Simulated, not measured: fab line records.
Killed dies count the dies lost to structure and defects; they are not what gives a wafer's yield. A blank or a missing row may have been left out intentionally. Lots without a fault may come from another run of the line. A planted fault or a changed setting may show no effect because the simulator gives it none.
A lot that was struck, set against a sound lot	flow n5_finfet	18 out of 1938 route steps
Sound: these wafers, L313.2, L313.4, L313.6. Struck: wafer L310.1; the same lot's L310.5 was not struck, so it is left out; see the end for the cause.
At each step with rows: each side's tool, then ch and its chambers, then its first start. Under that, the readings that differ: sound wafers	struck wafers	difference of the means	sigmas: that difference in standard deviations of wafers without a fault.
alike: a reading whose means differ by less than 2 such deviations, as well as words and numbers matching on both sides. not compared: withheld readings; readings where some wafer has no value; bounds like >300 that might hide an equal value; numbers whose values overlap and for which the record gives no deviation.
A row with sigmas, a row that says differs or no value, or rows on one side alone: a step with any of these is where the two part. Numbers that don't overlap but have no deviation are shown without sigmas and don't part them. A reading missing from all wafers of one side parts the sides only when that side holds two or more wafers.

first, 7 steps without rows for these wafers: N5_BEOL_M0_SAQP_COAT_82 (time 60 s, resist thk 30 nm); N5_BEOL_M0_SAQP_COAT_08 (resist thk 90 nm); N5_BEOL_M0_SAQP_EBR_10; N5_BEOL_M0_SAQP_SOFTBAKE_09 (time 60 s); N5_BEOL_M0_SAQP_EXPOSE_11 (exposes mask M0 CORE, target cd 42 nm); N5_BEOL_M0_SAQP_PEB_12 (peb time 60 s); N5_BEOL_M0_SAQP_DEVELOP_13 (develop time 30 s).
N5_BEOL_M0_SAQP_CD_MEAS_14: target cd 42.5 nm.
  sound on cd_sem-01 ch 0, day 9 04:39; struck on cd_sem-03 ch 0, day 8 12:11
  alike: cd_nm
N5_BEOL_M0_SAQP_OVL_MEAS_15:
  sound on overlay-02 ch 0, day 9 04:41; struck on overlay-01 ch 0, day 8 12:13
  alike: M0_CORE_OVL
N5_BEOL_M0_SAQP_INSPECT_16: inspects for defects (brightfield).
  struck on defect_inspect-02, day 8 12:14; sound on defect_inspect-01, day 9 04:43
  alike: raw_defect_count
N5_BEOL_M0_SAQP_DESCUM_19: chemistry O2, time 7.9 s.
  sound on rie_diel-05 ch 0,1, day 9 04:44; struck on rie_diel-01 ch 0, day 8 12:17
  alike: drypump_motor_current_A, oes_product_au, rf_vpp_V, showerhead_plenum_p_Torr, temp_c, throttle_valve_pct
  not compared: rf_hours_counter_h
N5_BEOL_M0_SAQP_ETCH_83: etches SiARC in CF4, target depth 39 nm, time 65 s.
  sound on rie_diel-05 ch 0,1, day 9 04:47; struck on rie_diel-01 ch 0, day 8 12:19
reading	sound	struck	difference	sigmas
rf_vpp_V (V)	186.5 182.6 182.8	186.3	+2.3	+2
  alike: drypump_motor_current_A, etch_rf_on_time_s, oes_product_au, showerhead_plenum_p_Torr, throttle_valve_pct
  not compared: rf_hours_counter_h
N5_BEOL_M0_SAQP_ETCH_84: etches SOC in N2/H2, target depth 100 nm, overetch 20 nm, time 150 s.
  sound on rie_diel-05 ch 0,1, day 9 04:50; struck on rie_diel-01 ch 0, day 8 12:22
reading	sound	struck	difference	sigmas
model.SiARC_of_BEOL_M0_SAQP_COAT_82.thk_nm (nm)	24.6 24.6 24.6	20.8	-3.8	
  alike: drypump_motor_current_A, n2_flow_sccm, oes_product_au, rf_vpp_V, showerhead_plenum_p_Torr, temp_c, throttle_valve_pct
  not compared: rf_hours_counter_h
then, 1 step without rows for these wafers: N5_BEOL_M0_SAQP_STRIP_80 (strips in N2/H2).
N5_BEOL_M0_SAQP_HM_OPEN_112: chemistry CHF3/O2, target SiO2, stops on a-Si, target depth 12 nm, time 13.5 s.
  sound on rie_diel-05 ch 0,1, day 9 04:56; struck on rie_diel-01 ch 0, day 8 12:28
reading	sound	struck	difference	sigmas
rf_vpp_V (V)	522 496 494	540	+36	+2
model.SiARC_of_BEOL_M0_SAQP_COAT_82.thk_nm (nm)	5.8 5.4 5.6	1.6	-4.0	
  alike: O2_flow_sccm, drypump_motor_current_A, oes_product_au, showerhead_plenum_p_Torr, throttle_valve_pct
  not compared: rf_hours_counter_h
then, 1 step without rows for these wafers: N5_BEOL_M0_SAQP_STRIP_113 (strips in CHF3/O2).
-- the record jumps here: 3 days lie between the struck wafers' starts before and after (it left off in module BEOL_M0_SAQP and takes up again in module BEOL_M4, whose first step shown is number 1111 of the route) --
N5_BEOL_M4_RC_MEAS_101:
  sound on prober-01 ch 0, day 11 22:28; struck on prober-02 ch 0, day 11 02:26
  alike: DIBL_N, DIBL_P, IOFF_N, IOFF_P, ION_N, ION_P, SS_N, SS_P, VT_N, VT_P
N5_PASSIVATION_PROBE_49:
  the record has rows for the sound wafers here (prober-02, day 16 16:37) and none for the struck ones

WHERE THEY PART
First at N5_BEOL_M0_SAQP_ETCH_83; last, within this record, at N5_PASSIVATION_PROBE_49.

WHY: the cause the simulator had injected
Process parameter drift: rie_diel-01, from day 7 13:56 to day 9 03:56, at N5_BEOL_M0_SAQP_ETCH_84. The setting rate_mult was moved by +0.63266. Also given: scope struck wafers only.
